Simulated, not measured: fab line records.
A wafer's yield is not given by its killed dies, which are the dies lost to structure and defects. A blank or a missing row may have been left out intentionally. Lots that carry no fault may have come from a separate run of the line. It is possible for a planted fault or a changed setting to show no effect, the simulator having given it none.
Matching of chambers + flow nand harc + NHARC_A_STAIRCASE_ETCH_271 on rie diel-07 has 4 sister chambers
The step etches the open film in CF4/CHF3. 20 wafers are shown with their chamber, then 10 later ones without.

== WAFERS WITH THEIR CHAMBER ==
| wafer  | chamber | drypump motor current A (A) | showerhead plenum p Torr (Torr) | rf vpp V (V) |
|--------|---------|-----------------------------|---------------------------------|--------------|
| L076.1 | 3       | 5.0                         | 1.56                            | 370.3        |
| L076.4 | 2       | 5.4                         | 1.66                            | 372.9        |
| L076.5 | 3       | 5.0                         | 1.56                            | 369.7        |
| L078.1 | 1       | 6.1                         | 1.55                            | 370.5        |
| L078.2 | 0       | 6.3                         | 1.53                            | 370.0        |
| L078.5 | 3       | 5.0                         | 1.55                            | 370.4        |
| L077.1 | 3       | 5.0                         | 1.55                            | 371.3        |
| L077.2 | 2       | 5.4                         | 1.66                            | 374.2        |
| L077.5 | 3       | 5.0                         | 1.56                            | 369.2        |
| L080.4 | 2       | 5.4                         | 1.66                            | 373.1        |
| L080.5 | 3       | 5.0                         | 1.55                            | 370.6        |
| L080.6 | 2       | 5.4                         | 1.66                            | 373.6        |
| L081.2 | 1       | 6.1                         | 1.54                            | 369.0        |
| L081.4 | 2       | 5.4                         | 1.66                            | 374.8        |
| L081.5 | 1       | 6.1                         | 1.54                            | 369.3        |
| L087.1 | 1       | 6.1                         | 1.54                            | 368.4        |
| L087.2 | 2       | 5.4                         | 1.66                            | 373.5        |
| L087.6 | 0       | 6.2                         | 1.52                            | 368.9        |
| L090.1 | 2       | 5.4                         | 1.65                            | 372.9        |
| L090.2 | 1       | 6.1                         | 1.54                            | 370.5        |

SIGNATURES (averages over the wafers above)
| reading                  | chamber 0 | chamber 1 | chamber 2 | chamber 3 | scatter within a chamber |
|--------------------------|-----------|-----------|-----------|-----------|--------------------------|
| drypump motor current A  | 6.250     | 6.100     | 5.400     | 5.000     | 0.0177                   |
| showerhead plenum p Torr | 1.5250    | 1.5420    | 1.6586    | 1.5550    | 0.00478                  |
| rf vpp V                 | 369.450   | 369.540   | 373.571   | 370.250   | 0.782                    |
Rule: for each reading, subtract the chamber's mean from the wafer's reading, divide by that reading's scatter and square the result; add these up over the readings and take the root, which gives the wafer's distance from the chamber. The wafer belongs to the nearest chamber; if the next one is less than 2 further off, it can't be placed. The scatter is the square root of a quotient: the sum, over the shown wafers, of each reading's squared deviation from its chamber's mean, divided by wafers minus chambers.

== WAFERS MISSING THEIR CHAMBER ==
| wafer  | drypump motor current A (A) | showerhead plenum p Torr (Torr) | rf vpp V (V) |
|--------|-----------------------------|---------------------------------|--------------|
| L090.3 | 6.3                         | 1.52                            | 369.2        |
| L091.3 | 6.3                         | 1.52                            | 368.8        |
| L091.5 | 6.1                         | 1.53                            | 368.4        |
| L091.6 | 6.3                         | 1.52                            | 368.3        |
| L093.4 | 6.1                         | 1.53                            | 369.3        |
| L093.5 | 6.2                         | 1.52                            | 368.8        |
| L093.6 | 6.1                         | 1.53                            | 370.5        |
| L097.1 | 5.0                         | 1.54                            | 369.5        |
| L097.3 | 6.1                         | 1.53                            | 368.3        |
| L097.4 | 6.3                         | 1.52                            | 368.9        |

== THE CHAMBER EACH PASSED THROUGH ==
| wafer  | from the rows above | in truth |
|--------|---------------------|----------|
| L090.3 | 0                   | 0        |
| L091.3 | 0                   | 0        |
| L091.5 | 1                   | 1        |
| L091.6 | 0                   | 0        |
| L093.4 | 1                   | 1        |
| L093.5 | 0                   | 0        |
| L093.6 | 1                   | 1        |
| L097.1 | 3                   | 3        |
| L097.3 | 1                   | 1        |
| L097.4 | 0                   | 0        |
10 of 10 placed correctly. Number that these rows cannot place: 0. Number placed wrongly: 0.
